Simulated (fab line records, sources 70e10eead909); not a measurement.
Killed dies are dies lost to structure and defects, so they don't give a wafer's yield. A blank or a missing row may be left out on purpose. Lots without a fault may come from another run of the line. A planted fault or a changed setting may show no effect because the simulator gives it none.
fab line records | flow nand_harc
record lots=24 wafers=72 last_day=34
route steps=1302 shown A_CHANNEL_FILL_D2@620 A_STAIRCASE@669
lots that met no fault: from a run of the same line without faults
start_h: hours from the record's first day to the start of the lot's first wafer shown | wait_h: hours since the lot's step before | " the same as in the row above | L1.1+2: a row that stands for several wafers | - no value, or no start given | * or withheld: withheld | < > ~ a bound
route shown NAME@n: a module of which the file shows steps, and the number in the route of the first | usual: mean/standard deviation of fault-free wafers | same: alike in all rows | chamber/n: place in a boat | sites: the reading at each site | _std_site: their standard deviation | _edge_site: outer sites' mean less inner sites' | radius_mm: how far each site lies from the wafer's centre | mask NAME#n: copy n | behind: the tool/chamber that last shaped the wafer | hold: why the lot was held/for how many hours/how that ended | device: the transistor (n, p or np) that didn't switch | end of line: the same wafers' tests at the end of the route | a step without rows: its recipe alone | killed: dies lost to structure and defects at the first sort, not the wafer's yield | map: a wafer's dies, x killed, . not, _ none there
set.NAME: the setting as run; set.NAME@STEP: as run at that earlier step | model.NAME: the simulator's own value behind a step, which no gauge read
steps of the route over a sample of lots; a table a step, a row a wafer
services: from which hour (start_h, from the record's first day; less than 0 if before it) a tool's chamber was out of use, for how many hours, and why
## steps
# step NHARC_A_CHANNEL_FILL_D2_ETCHBACK_20
# recipe target_depth_a=270 time_s=13.5 c4f8_flow_sccm=withheld o2_flow_sccm=8 ar_flow_sccm=withheld rf_w=600 bias_w=1500 chemistry=C4F8/O2/Ar
# usual oes_product_au=0.986/0.023 rf_vpp_V=978/6
# columns lot.wafer tool chamber start_h wait_h oes_product_au rf_hours_counter_h rf_vpp_V
L074.1 rie_diel-13 3 354.80 - 1.003 0 973
L074.3 " 0 " " 0.996 0 979
L074.4 " 1 " " 0.995 0 986
L075.1 rie_diel-13 1 358.50 - 1.001 0 986
L075.4 " 3 " " 0.989 0 972
L075.2 " 0 " " 0.989 0 980
L076.2 rie_diel-13 3 358.57 - 1.003 0 974
L076.1 " 0 " " 1.005 0 979
L076.6 " 1 " " 1.013 - 986
L077.4 rie_diel-13 3 363.06 - 1.006 1 972
L077.1 " 0 " " 1.007 1 979
L077.3 " 1 " " 1.002 1 988
L078.3 rie_diel-02 2 372.49 - 1.004 27 970
L078.2 " 0 " " 1.005 30 973
L078.5 " 1 " " 1.000 - 984
L080.4 rie_diel-02 3 376.43 - 0.973 29 978
L080.5 " 2 " " 0.982 - 970
L080.6 " 3 " " 0.961 - 978
L079.3 rie_diel-13 3 376.44 - 0.945 1 973
L079.4 " 0 " " 0.939 2 980
L079.6 " 1 " " 0.940 - 987
L081.2 rie_diel-13 0 391.58 - 1.000 2 979
L081.1 " 2 " " 0.998 1 976
L081.5 " 0 " " 0.998 - 981
L082.3 rie_diel-04 0 404.11 - 0.981 1 971
L082.2 " 2 " " 0.972 1 971
L082.5 " 1 " " 0.964 - 986
L083.3 rie_diel-04 1 425.66 - 0.983 1 987
L083.1 " 0 " " 0.972 2 970
L083.5 " 1 " " 0.977 - 987
L084.2 rie_diel-13 0 433.03 - 0.981 3 980
L084.3 " 1 " " 0.992 2 986
L084.6 " 3 " " 1.000 - 973
L086.1 rie_diel-13 3 438.05 - 1.000 3 975
L086.6 " 1 " " 1.000 - 985
L086.5 " 3 " " 0.996 - 972
L085.2 rie_diel-02 1 438.05 - 0.991 8 985
L085.3 " 3 " " 0.998 6 977
L085.6 " 2 " " 1.007 - 969
L087.1 rie_diel-13 2 448.74 - 0.909 2 979
L087.2 " 3 " " 0.921 3 973
L087.5 " 0 " " 0.915 - 980
L088.2 rie_diel-13 2 472.02 - 1.000 3 977
L088.1 " 3 " " 1.002 4 973
L088.4 " 0 " " 1.002 4 979
L089.3 rie_diel-13 1 477.21 - 0.963 3 985
L089.4 " 1 " " 0.967 - 986
L089.5 " 2 " " 0.950 - 977
L091.3 rie_diel-02 2 496.73 - 1.002 13 969
L091.5 " 2 " " 1.001 - 970
L091.6 " 3 " " 0.999 - 976
L090.3 rie_diel-04 0 496.75 - 0.997 4 971
L090.2 " 1 " " 1.003 4 987
L090.5 " 0 " " 1.000 - 971
L092.4 rie_diel-13 0 517.00 - 1.009 5 980
L092.2 " 3 " " 1.003 5 974
L092.5 " 0 " " 1.013 - 980
L093.4 rie_diel-04 2 517.00 - 0.956 4 971
L093.2 " 0 " " 0.966 4 969
L093.6 " 2 " " 0.963 - 971
L094.3 rie_diel-04 0 517.06 - 0.971 4 970
L094.4 " 2 " " 0.976 4 971
L094.5 " 0 " " 0.964 - 970
L095.2 rie_diel-13 1 544.87 - 1.015 0 988
L095.1 " 3 " " 1.000 0 974
L095.5 " 2 " " 1.002 - 977
L096.1 rie_diel-02 3 552.23 - 0.988 22 976
L096.3 " 1 " " 0.982 24 983
L096.5 " 3 " " 0.984 - 977
L097.3 rie_diel-13 1 556.74 - 1.000 0 987
L097.2 " 2 " " 0.989 0 978
L097.6 " 2 " " 1.000 - 978
# step NHARC_A_CHANNEL_FILL_D2_ALD_25
# recipe target_thk_a=600 pulse_time_s=10 ald_cycles=600 temp_c=300 material=SiOx
# usual heater_power_w=494/60 precursor_pulse_height_rel=1.001/0.021
# columns lot.wafer tool chamber start_h wait_h heater_power_w precursor_pulse_height_rel
L074.4 ald_hk-02 1 367.45 0.0 464 1.025
L074.1 " 2 " " 522 0.988
L074.3 " 3 " " 596 0.991
L075.4 ald_hk-04 2 367.45 0.0 488 0.990
L075.2 " 3 " " 482 1.001
L075.1 " 1 369.30 1.9 353 0.985
L076.1 ald_hk-03 2 370.80 3.4 565 1.025
L076.2 " 0 372.02 4.6 495 1.018
L076.6 " 2 373.24 5.8 549 0.998
L077.3 ald_hk-04 1 375.77 0.1 367 0.994
L077.4 " 2 " " 478 0.963
L077.1 " 0 377.61 1.9 422 1.049
L078.3 ald_hk-02 2 385.43 0.7 523 1.020
L078.2 " 0 386.66 1.9 494 1.012
L078.5 " 1 " " 456 1.019
L079.3 ald_hk-03 3 389.01 1.3 547 1.004
L079.4 " 0 " " 480 0.970
L079.6 " 2 390.84 3.1 538 1.005
L080.4 ald_hk-04 2 391.43 3.7 490 0.994
L080.6 " 3 392.65 4.9 501 1.009
L080.5 " 0 393.86 6.1 431 0.964
L081.2 ald_hk-02 2 405.48 0.9 528 0.954
L081.1 " 3 " " 612 1.052
L081.5 " 2 407.93 3.3 534 1.033
L082.3 ald_hk-02 1 417.57 0.0 463 1.004
L082.2 " 3 418.80 1.3 604 1.023
L082.5 " 1 420.02 2.5 450 0.997
L083.3 ald_hk-04 0 440.20 1.3 411 0.984
L083.1 " 1 " " 366 0.990
L083.5 " 2 " " 500 0.984
L084.2 ald_hk-03 1 445.38 0.1 426 1.007
L084.3 " 3 446.63 1.3 551 0.987
L084.6 " 2 448.49 3.2 545 0.990
L085.2 ald_hk-03 3 450.52 0.1 531 0.991
L085.3 " 0 " " 469 1.006
L085.6 " 3 452.94 2.5 535 0.986
L086.1 ald_hk-02 0 451.75 1.3 496 0.975
L086.5 " 3 455.45 5.0 601 0.971
L086.6 " 0 456.68 6.2 482 1.022
L087.2 ald_hk-02 3 462.98 2.5 606 0.989
L087.1 " 0 464.21 3.8 485 0.998
L087.5 " 2 466.68 6.2 516 0.995
L088.1 ald_hk-04 0 483.97 0.1 428 1.026
L088.4 " 1 " " 363 0.988
L088.2 " 3 485.81 1.9 485 0.977
L089.4 ald_hk-02 0 490.40 1.3 506 1.022
L089.3 " 1 " " 460 1.015
L089.5 " 3 492.25 3.1 612 1.003
L091.3 ald_hk-02 3 508.82 0.0 603 0.975
L091.6 " 3 511.25 2.5 601 0.987
L091.5 " 0 " " 489 0.967
L090.3 ald_hk-04 2 508.82 0.1 496 0.991
L090.2 " 1 510.66 1.9 370 1.019
L090.5 " 2 " " 497 0.982
L093.2 ald_hk-03 3 529.01 0.1 534 0.967
L093.4 " 1 530.24 1.3 433 1.023
L093.6 " 3 531.47 2.5 527 0.966
L094.3 ald_hk-04 3 529.56 0.6 494 1.010
L094.4 " 2 531.41 2.4 497 1.015
L094.5 " 3 " " 502 0.981
L092.4 ald_hk-02 1 530.25 1.3 454 1.021
L092.2 " 2 " " 534 1.019
L092.5 " 3 " " 609 1.017
L095.2 ald_hk-02 1 556.65 0.1 419 1.001
L095.1 " 3 557.89 1.3 610 1.003
L095.5 " 1 559.13 2.5 430 1.018
L096.3 ald_hk-03 3 565.43 0.0 541 1.012
L096.1 " 0 " " 483 1.023
L096.5 " 0 568.52 3.1 468 1.022
L097.3 ald_hk-03 3 569.14 0.1 529 0.970
L097.2 " 2 570.94 1.9 551 1.006
L097.6 " 0 572.14 3.1 472 1.003
# step NHARC_A_CHANNEL_FILL_D2_CMP_10
# recipe target_thk_nm=150
# usual motor_current_A=11.8/1.1 retaining_ring_pressure_frac=1.000/0.0053 slurry_flow_ml_min=150.0/0.42 time_to_endpoint_s=15.6/2.1
# columns lot.wafer tool chamber start_h wait_h motor_current_A retaining_ring_pressure_frac slurry_flow_ml_min time_to_endpoint_s
L075.4 cmp-04 2 378.86 0.4 12.4 0.999 150.6 14.1
L075.2 " 3 " " 11.1 0.993 150.2 13.2
L075.1 " 1 " " 11.7 1.003 149.7 15.2
L074.3 cmp-02 2 378.86 0.4 10.4 1.001 150.0 19.1
L074.4 " 0 " " 14.3 1.003 150.4 21.3
L074.1 " 1 " " 11.3 1.012 149.3 17.0
L076.1 cmp-04 1 382.06 0.4 11.2 1.004 150.5 15.0
L076.2 " 2 " " 11.7 0.995 150.2 13.2
L076.6 " 1 " " 10.5 1.007 149.8 15.8
L077.1 cmp-02 2 387.04 0.4 10.8 1.000 149.5 19.2
L077.4 " 0 " " 12.7 1.004 150.1 20.4
L077.3 " 1 " " 11.6 1.003 150.2 14.1
L078.3 cmp-02 2 396.15 0.4 10.1 0.999 150.7 19.3
L078.2 " 0 " " 13.8 1.003 149.6 17.5
L078.5 " 2 " " 10.4 0.997 151.2 17.7
L079.3 cmp-02 0 399.04 0.4 13.8 0.994 149.7 19.9
L079.4 " 1 " " 11.6 1.007 150.4 17.6
L079.6 " 1 " " 11.0 1.008 150.2 13.8
L080.4 cmp-04 0 402.83 0.4 11.4 1.000 150.0 16.4
L080.5 " 3 " " 11.9 1.003 150.1 16.5
L080.6 " 0 " " 12.0 1.001 149.9 17.0
L081.2 cmp-01 2 416.80 0.4 13.4 1.012 148.7 14.3
L081.1 " 3 " " 13.7 0.999 149.8 16.6
L081.5 " 1 " " 12.6 0.992 150.3 15.4
L082.2 cmp-01 1 428.83 0.4 13.6 0.993 150.0 16.8
L082.3 " 0 " " 11.9 0.998 149.8 15.3
L082.5 " 1 " " 12.7 0.998 149.5 17.9
L083.1 cmp-04 2 450.32 0.4 11.6 0.992 150.5 18.1
L083.3 " 3 " " 11.8 1.001 150.3 16.6
L083.5 " 3 " " 11.6 0.998 149.9 19.4
L084.3 cmp-02 1 456.87 0.4 11.6 0.996 150.4 13.5
L084.2 " 2 " " 10.1 0.987 150.4 15.5
L084.6 " 0 " " 12.9 0.994 150.7 17.8
L085.3 cmp-04 1 461.81 0.4 10.9 1.002 150.1 14.4
L085.2 " 2 " " 11.8 1.002 149.8 15.2
L085.6 " 0 " " 12.0 1.001 150.6 15.2
L086.1 cmp-04 2 465.71 0.4 12.1 0.992 149.4 13.9
L086.5 " 0 " " 12.4 1.004 149.9 16.0
L086.6 " 1 " " 10.9 1.008 149.8 14.8
L087.2 cmp-02 0 475.60 0.4 13.3 0.988 150.0 19.5
L087.1 " 1 " " 11.8 1.003 149.0 13.0
L087.5 " 3 " " 12.3 0.999 149.9 15.3
L088.4 cmp-01 2 495.41 0.4 13.6 0.999 150.4 14.4
L088.1 " 0 " " 11.5 0.992 150.1 14.7
L088.2 " 1 " " 12.8 0.998 150.3 16.6
L089.3 cmp-02 0 500.67 0.4 14.4 0.993 149.6 16.4
L089.4 " 1 " " 11.1 0.996 149.3 9.2
L089.5 " 2 " " 9.8 0.993 150.5 12.4
L090.3 cmp-01 0 520.10 0.4 12.0 0.997 149.7 13.7
L090.2 " 1 " " 12.4 1.007 149.8 13.4
L090.5 " 0 " " 11.5 1.000 150.4 12.2
L091.3 cmp-04 2 520.13 0.4 11.6 1.000 150.5 17.7
L091.6 " 0 " " 11.6 1.002 149.8 18.7
L091.5 " 1 " " 11.6 1.004 149.5 14.7
L093.4 cmp-02 1 540.45 0.4 10.2 1.006 149.8 15.4
L093.2 " 2 " " 10.0 1.000 149.9 14.5
L093.6 " 1 " " 11.6 1.007 149.3 13.8
L092.2 cmp-04 0 540.45 0.4 11.7 1.001 149.6 14.5
L092.4 " 1 " " 11.5 1.003 150.1 15.7
L092.5 " 1 " " 10.8 1.000 149.4 14.3
L094.4 cmp-01 0 540.47 0.4 11.2 0.995 150.5 14.0
L094.3 " 1 " " 12.5 0.998 150.0 14.6
L094.5 " 0 " " 11.6 1.001 150.1 14.7
L095.1 cmp-02 1 568.08 0.4 10.9 0.997 149.9 16.2
L095.2 " 2 " " 10.7 0.996 149.8 15.5
L095.5 " 1 " " 10.7 1.006 150.0 15.6
L096.1 cmp-02 0 576.92 0.4 14.1 1.010 149.7 14.8
L096.3 " 2 " " 10.4 0.991 149.8 16.1
L096.5 " 3 " " 11.7 1.002 149.5 16.0
L097.2 cmp-04 1 580.33 0.4 11.4 1.006 149.9 14.4
L097.3 " 2 " " 11.8 1.001 149.4 13.5
L097.6 " 1 " " 11.3 0.998 150.3 13.5
# step NHARC_A_STAIRCASE_ETCH_13
# recipe target_depth_a=1000 time_s=40.5 ion_energy_ev=400 c4f8_flow_sccm=20 o2_flow_sccm=10 ar_flow_sccm=withheld rf_w=600 bias_w=1000 chemistry=C4F8/O2
# usual oes_product_au=0.942/0.011 rf_vpp_V=893/6
# columns lot.wafer tool chamber start_h wait_h oes_product_au rf_hours_counter_h rf_vpp_V
L075.2 rie_diel-03 1 - - 0.955 24 897
L075.1 " 2 " " 0.943 23 889
L075.4 " 0 " " 0.935 28 894
L074.4 rie_diel-05 0 - - 0.949 44 887
L074.3 " 1 " " 0.937 44 905
L074.1 " 2 " " 0.970 40 888
L076.1 rie_diel-03 0 - - 0.942 29 893
L076.2 " 1 " " 0.932 24 897
L076.6 " 3 " " 0.946 - 896
L077.4 rie_diel-03 0 - - 0.927 31 892
L077.1 " 2 " " 0.923 25 891
L077.3 " 3 " " 0.924 29 896
L078.3 rie_diel-06 3 - - 0.927 26 887
L078.2 " 1 " " 0.939 22 892
L078.5 " 3 " " 0.925 - 889
L079.3 rie_diel-03 1 - - 0.944 32 896
L079.4 " 3 " " 0.942 34 895
L079.6 " 1 " " 0.948 - 896
L080.4 rie_diel-05 3 - - 0.954 55 888
L080.6 " 2 " " 0.944 - 887
L080.5 " 3 " " 0.951 - 887
L081.2 rie_diel-05 0 - - 0.954 2 907
L081.1 " 1 " " 0.942 2 904
L081.5 " 0 " " 0.936 - 905
L082.3 rie_diel-03 3 - - 0.942 44 895
L082.2 " 2 " " 0.956 42 889
L082.5 " 0 " " 0.949 - 892
L083.1 rie_diel-03 0 - - 0.934 50 892
L083.3 " 1 " " 0.939 48 897
L083.5 " 0 " " 0.941 - 893
L084.2 rie_diel-05 0 - - 0.949 14 906
L084.3 " 2 " " 0.931 18 887
L084.6 " 2 " " 0.941 - 887
L085.3 rie_diel-05 3 - - 0.922 15 888
L085.2 " 0 " " 0.938 15 906
L085.6 " 0 " " 0.925 - 906
L086.1 rie_diel-05 2 - - 0.929 21 887
L086.5 " 3 " " 0.926 - 888
L086.6 " 0 " " 0.943 - 905
L087.2 rie_diel-05 3 - - 0.947 24 887
L087.1 " 2 " " 0.948 27 887
L087.5 " 3 " " 0.941 - 887
L088.1 rie_diel-03 0 - - 0.940 15 890
L088.2 " 1 " " 0.941 12 896
L088.4 " 2 " " 0.945 11 890
L089.3 rie_diel-03 0 - - 0.939 16 892
L089.4 " 3 " " 0.936 15 896
L089.5 " 0 " " 0.945 - 891
L091.3 rie_diel-05 0 - - 0.959 41 905
L091.6 " 3 " " 0.952 - 888
L091.5 " 0 " " 0.962 - 905
L090.3 rie_diel-03 3 - - 0.953 19 895
L090.2 " 1 " " 0.935 16 894
L090.5 " 0 " " 0.950 - 892
L092.2 rie_diel-03 0 - - 0.939 24 894
L092.4 " 2 " " 0.924 22 888
L092.5 " 0 " " 0.944 - 891
L093.4 rie_diel-03 3 - - 0.935 25 896
L093.2 " 0 " " 0.932 25 891
L093.6 " 3 " " 0.938 - 894
L094.4 rie_diel-05 2 - - 0.938 56 887
L094.3 " 1 " " 0.950 43 904
L094.5 " 3 " " 0.933 - 888
L095.1 rie_diel-06 1 - - 0.932 22 890
L095.2 " 2 " " 0.939 20 898
L095.5 " 0 " " 0.939 - 891
L096.3 rie_diel-06 2 - - 0.945 24 898
L096.1 " 3 " " 0.951 23 886
L096.5 " 2 " " 0.943 - 898
L097.3 rie_diel-03 2 - - 0.934 38 889
L097.2 " 0 " " 0.938 36 890
L097.6 " 2 " " 0.937 - 890
# step NHARC_A_STAIRCASE_TRIM_22
# recipe time_s=211.2 o2_flow_sccm=500 ar_flow_sccm=0 bias_w=0 chemistry=O2
# usual drypump_motor_current_A=5.8/0.49 oes_product_au=1.000/0.0077 rf_vpp_V=57.8/1 showerhead_plenum_p_Torr=3.47/0.19 throttle_valve_pct=17.036/0.0089
# columns lot.wafer tool chamber start_h wait_h drypump_motor_current_A oes_product_au rf_hours_counter_h rf_vpp_V showerhead_plenum_p_Torr throttle_valve_pct
L075.4 rie_diel-06 1 - - 6.5 1.011 15 58.4 3.42 17.046
L075.1 " 3 " " 5.5 1.008 17 59.1 3.32 17.037
L075.2 " 0 " " 5.8 1.013 17 57.3 3.42 17.022
L074.4 rie_diel-05 0 - - 5.4 0.999 45 57.2 3.29 17.034
L074.3 " 2 " " 6.4 0.987 41 57.6 3.30 17.030
L074.1 " 3 " " 6.5 1.006 45 57.8 3.31 17.027
L076.1 rie_diel-05 0 - - 5.4 1.000 45 58.3 3.29 17.042
L076.2 " 2 " " 6.4 1.002 41 56.8 3.30 17.040
L076.6 " 0 " " 5.4 1.004 - 56.5 3.29 17.049
L077.1 rie_diel-06 1 - - 6.5 1.006 19 56.8 3.42 17.041
L077.4 " 2 " " 5.8 1.005 21 58.4 3.60 17.040
L077.3 " 0 " " 5.8 1.001 21 56.7 3.42 17.035
L078.3 rie_diel-06 2 - - 5.9 0.991 24 56.3 3.60 17.050
L078.2 " 1 " " 6.5 1.003 23 57.8 3.42 17.045
L078.5 " 2 " " 5.8 1.005 - 58.4 3.60 17.030
L079.4 rie_diel-06 3 - - 5.5 1.017 28 56.6 3.32 17.030
L079.3 " 0 " " 5.8 1.011 27 58.9 3.42 17.045
L079.6 " 0 " " 5.8 0.999 - 58.3 3.42 17.025
L080.4 rie_diel-06 3 - - 5.6 0.996 30 58.3 3.32 17.034
L080.6 " 3 " " 5.6 1.004 - 57.4 3.32 17.040
L080.5 " 0 " " 5.8 0.992 - 57.2 3.41 17.039
L081.2 rie_diel-05 0 - - 5.4 1.001 2 58.2 3.81 17.034
L081.1 " 1 " " 5.0 0.999 2 58.1 3.78 17.033
L081.5 " 3 " " 6.4 1.011 - 57.7 3.31 17.051
L082.2 rie_diel-03 3 - - 5.6 0.995 44 56.9 3.51 17.038
L082.3 " 1 " " 5.5 0.999 45 58.4 3.52 17.017
L082.5 " 3 " " 5.6 0.987 - 56.6 3.51 17.026
L083.1 rie_diel-05 3 - - 6.4 0.999 10 57.0 3.30 17.039
L083.3 " 0 " " 5.4 0.998 11 59.1 3.80 17.017
L083.5 " 0 " " 5.4 1.011 - 60.1 3.80 17.034
L084.3 rie_diel-05 2 - - 6.4 0.996 18 58.2 3.29 17.026
L084.2 " 0 " " 5.4 1.010 15 58.3 3.80 17.040
L084.6 " 3 " " 6.4 1.001 - 57.7 3.30 17.042
L085.3 rie_diel-05 2 - - 6.4 0.978 20 56.3 3.29 17.033
L085.2 " 0 " " 5.4 1.009 16 59.9 3.80 17.036
L085.6 " 0 " " 5.4 1.007 - 58.0 3.80 17.044
L086.1 rie_diel-05 0 - - 5.4 1.006 19 60.8 3.80 17.038
L086.6 " 0 " " 5.4 0.996 - 57.9 3.80 17.035
L086.5 " 2 " " 6.4 0.988 - 56.8 3.29 17.052
L087.1 rie_diel-05 0 - - 5.4 1.002 24 58.2 3.79 17.047
L087.2 " 1 " " 5.0 0.999 17 59.6 3.77 17.041
L087.5 " 0 " " 5.4 1.014 - 57.7 3.79 17.050
L088.1 rie_diel-05 2 - - 6.4 1.007 36 56.8 3.28 17.034
L088.2 " 3 " " 6.4 1.011 34 57.6 3.29 17.035
L088.4 " 0 " " 5.4 1.012 34 57.6 3.79 17.049
L089.3 rie_diel-05 1 - - 5.0 1.002 26 58.3 3.76 17.046
L089.4 " 3 " " 6.4 1.002 35 56.8 3.29 17.038
L089.5 " 2 " " 6.4 0.986 - 56.4 3.28 17.043
L091.3 rie_diel-03 0 - - 5.8 0.998 20 58.7 3.42 17.020
L091.5 " 3 " " 5.5 1.008 - 57.8 3.50 17.032
L091.6 " 0 " " 5.8 0.997 - 55.7 3.42 17.046
L090.2 rie_diel-05 1 - - 5.0 0.997 32 59.8 3.76 17.043
L090.3 " 2 " " 6.3 0.996 45 56.6 3.27 17.020
L090.5 " 2 " " 6.4 0.992 - 56.4 3.27 17.039
L092.4 rie_diel-05 1 - - 5.0 0.998 43 59.0 3.75 17.040
L092.2 " 2 " " 6.4 0.988 57 57.5 3.27 17.026
L092.5 " 2 " " 6.4 0.996 - 58.1 3.27 17.041
L093.4 rie_diel-03 1 - - 5.4 0.994 24 58.6 3.51 17.051
L093.2 " 2 " " 6.1 0.985 23 57.7 3.35 17.032
L093.6 " 0 " " 5.8 1.009 - 58.5 3.41 17.036
L094.4 rie_diel-03 3 - - 5.5 1.006 26 58.4 3.50 17.023
L094.3 " 2 " " 6.1 0.998 24 56.4 3.35 17.031
L094.5 " 0 " " 5.8 0.998 - 56.7 3.41 17.042
L095.2 rie_diel-06 0 - - 5.8 0.995 18 56.6 3.39 17.045
L095.1 " 3 " " 5.5 1.000 21 58.2 3.29 17.042
L095.5 " 1 " " 6.5 0.996 - 58.2 3.39 17.040
L096.1 rie_diel-03 1 - - 5.4 0.988 39 56.2 3.50 17.020
L096.3 " 3 " " 5.5 1.001 36 56.5 3.49 17.025
L096.5 " 1 " " 5.5 0.988 - 57.4 3.50 17.030
L097.3 rie_diel-06 3 - - 5.5 1.006 25 57.8 3.29 17.031
L097.2 " 1 " " 6.5 0.993 28 56.7 3.39 17.036
L097.6 " 2 " " 5.8 0.998 - 56.9 3.57 17.041
# step NHARC_A_STAIRCASE_TRIM_189
# recipe time_s=211.2 o2_flow_sccm=500 ar_flow_sccm=0 bias_w=0 chemistry=O2
# usual drypump_motor_current_A=5.8/0.44 oes_product_au=0.999/0.0078 rf_vpp_V=57.6/0.84 showerhead_plenum_p_Torr=3.46/0.16 throttle_valve_pct=17.037/0.0095
# columns lot.wafer tool chamber start_h wait_h drypump_motor_current_A oes_product_au rf_hours_counter_h rf_vpp_V showerhead_plenum_p_Torr throttle_valve_pct
L075.2 rie_diel-06 3 - - 5.5 1.007 17 56.1 3.32 17.039
L075.4 " 0 " " 5.8 1.004 18 59.3 3.42 17.039
L075.1 " 2 " " 5.8 0.999 15 58.4 3.61 17.036
L074.3 rie_diel-06 3 - - 5.5 1.000 17 57.8 3.32 17.041
L074.4 " 0 " " 5.8 0.995 18 57.2 3.42 17.039
L074.1 " 1 " " 6.5 0.999 16 58.2 3.42 17.039
L076.2 rie_diel-05 2 - - 6.4 0.992 42 58.5 3.30 17.028
L076.1 " 3 " " 6.4 1.004 46 56.8 3.31 17.038
L076.6 " 0 " " 5.4 1.011 - 59.0 3.29 17.050
L077.3 rie_diel-05 0 - - 5.4 1.013 51 58.6 3.28 17.036
L077.1 " 1 " " 5.0 1.002 48 57.6 3.78 17.030
L077.4 " 2 " " 6.4 1.004 45 56.3 3.30 17.029
L078.3 rie_diel-03 2 - - 6.1 0.998 31 56.7 3.37 17.038
L078.2 " 3 " " 5.6 0.995 34 57.9 3.52 17.029
L078.5 " 1 " " 5.4 0.994 - 57.9 3.53 17.023
L079.3 rie_diel-06 0 - - 5.8 0.986 28 56.6 3.42 17.044
L079.4 " 1 " " 6.5 1.014 25 56.8 3.42 17.060
L079.6 " 1 " " 6.5 0.996 - 56.3 3.42 17.031
L080.4 rie_diel-06 1 - - 6.5 1.007 27 57.1 3.42 17.024
L080.6 " 1 " " 6.5 1.000 - 56.6 3.42 17.033
L080.5 " 2 " " 5.8 0.997 - 58.2 3.60 17.050
L081.1 rie_diel-05 2 - - 6.4 1.001 4 57.0 3.30 17.034
L081.2 " 0 " " 5.4 1.000 3 58.5 3.81 17.032
L081.5 " 1 " " 5.0 0.997 - 58.9 3.78 17.039
L082.3 rie_diel-03 1 - - 5.4 1.012 45 59.2 3.52 17.004
L082.2 " 3 " " 5.5 1.000 45 58.3 3.51 17.021
L082.5 " 1 " " 5.4 0.999 - 57.2 3.52 17.029
L083.1 rie_diel-03 2 - - 6.0 0.998 47 59.0 3.36 17.040
L083.3 " 0 " " 5.8 0.996 51 57.4 3.43 17.008
L083.5 " 2 " " 6.1 0.998 - 58.2 3.36 17.040
L084.2 rie_diel-05 0 - - 5.4 1.007 17 58.3 3.80 17.028
L084.3 " 2 " " 6.4 0.990 20 56.4 3.29 17.035
L084.6 " 2 " " 6.4 0.998 - 56.5 3.29 17.040
L085.3 rie_diel-03 1 - - 5.4 0.999 1 56.7 3.52 17.044
L085.2 " 2 " " 6.0 0.986 1 58.0 3.36 17.035
L085.6 " 2 " " 6.1 0.998 - 58.2 3.36 17.042
L086.1 rie_diel-03 0 - - 5.8 1.005 2 57.6 3.42 17.028
L086.5 " 2 " " 6.1 0.989 - 56.3 3.36 17.041
L086.6 " 3 " " 5.6 1.002 - 57.5 3.51 17.045
L087.1 rie_diel-03 3 - - 5.5 1.017 8 58.9 3.51 17.038
L087.2 " 0 " " 5.8 1.003 7 57.9 3.42 17.050
L087.5 " 1 " " 5.4 0.981 - 58.4 3.52 17.048
L088.1 rie_diel-05 1 - - 5.0 1.002 26 58.1 3.76 17.033
L088.4 " 3 " " 6.4 0.995 35 56.4 3.29 17.018
L088.2 " 0 " " 5.4 1.001 35 58.7 3.79 17.049
L089.3 rie_diel-03 1 - - 5.4 0.995 14 57.9 3.51 17.042
L089.4 " 1 " " 5.4 0.987 - 59.1 3.51 17.029
L089.5 " 3 " " 5.5 1.006 - 57.3 3.50 17.035
L091.3 rie_diel-06 2 - - 5.8 1.000 8 56.5 3.58 17.057
L091.6 " 0 " " 5.8 0.994 - 57.5 3.40 17.039
L091.5 " 1 " " 6.5 0.996 - 57.0 3.40 17.036
L090.3 rie_diel-05 2 - - 6.4 0.991 46 57.1 3.27 17.042
L090.2 " 1 " " 5.0 0.996 33 56.8 3.76 17.040
L090.5 " 2 " " 6.4 0.999 - 57.7 3.27 17.040
L092.4 rie_diel-05 3 - - 6.4 0.997 56 58.3 3.28 17.029
L092.2 " 0 " " 5.4 1.008 54 58.4 3.78 17.051
L092.5 " 1 " " 5.0 0.994 - 58.2 3.75 17.049
L093.4 rie_diel-06 3 - - 5.5 1.006 15 57.1 3.29 17.039
L093.2 " 1 " " 6.5 1.007 16 57.5 3.40 17.022
L093.6 " 0 " " 5.8 0.995 - 56.6 3.39 17.056
L094.4 rie_diel-05 3 - - 6.4 1.008 56 57.3 3.28 17.033
L094.3 " 2 " " 6.4 0.987 58 57.4 3.27 17.028
L094.5 " 3 " " 6.5 0.999 - 58.0 3.28 17.047
L095.2 rie_diel-06 1 - - 6.5 0.994 23 57.3 3.39 17.035
L095.1 " 2 " " 5.8 1.005 21 58.6 3.57 17.039
L095.5 " 0 " " 5.8 1.001 - 57.4 3.39 17.045
L096.1 rie_diel-03 1 - - 5.5 0.980 40 56.4 3.50 17.033
L096.3 " 3 " " 5.6 0.995 37 57.8 3.49 17.051
L096.5 " 1 " " 5.5 0.972 - 56.5 3.50 17.032
L097.2 rie_diel-03 3 - - 5.6 1.003 39 57.4 3.49 17.026
L097.3 " 2 " " 6.1 0.991 40 56.5 3.34 17.029
L097.6 " 0 " " 5.8 1.011 - 57.9 3.41 17.046
## services
# columns tool chamber start_h hours kind
rie_diel-13 - 342.00 9.0 pm
rie_diel-03 3 359.65 8.8 repair
rie_diel-06 - 364.08 3.8 repair
rie_diel-06 1 377.40 2.7 repair
rie_diel-13 - 383.48 1.0 repair
rie_diel-13 - 399.03 0.6 repair
rie_diel-13 1 404.10 3.1 repair
rie_diel-05 - 406.68 9.0 pm
rie_diel-05 3 422.64 4.2 repair
rie_diel-13 2 425.60 6.6 repair
rie_diel-13 2 432.65 13.3 repair
rie_diel-03 - 458.40 9.0 pm
rie_diel-13 1 462.96 6.3 repair
rie_diel-06 1 464.95 9.0 repair
rie_diel-13 0 476.33 2.7 repair
rie_diel-03 2 507.49 8.3 repair
rie_diel-03 3 511.72 7.1 repair
rie_diel-06 0 512.20 5.7 repair
rie_diel-13 - 519.00 9.0 pm
rie_diel-13 - 539.92 0.3 repair
rie_diel-06 - 545.51 0.6 repair
rie_diel-03 0 553.36 10.5 repair
rie_diel-03 3 575.73 3.7 repair
rie_diel-05 - 583.68 9.0 pm
## key
fault none
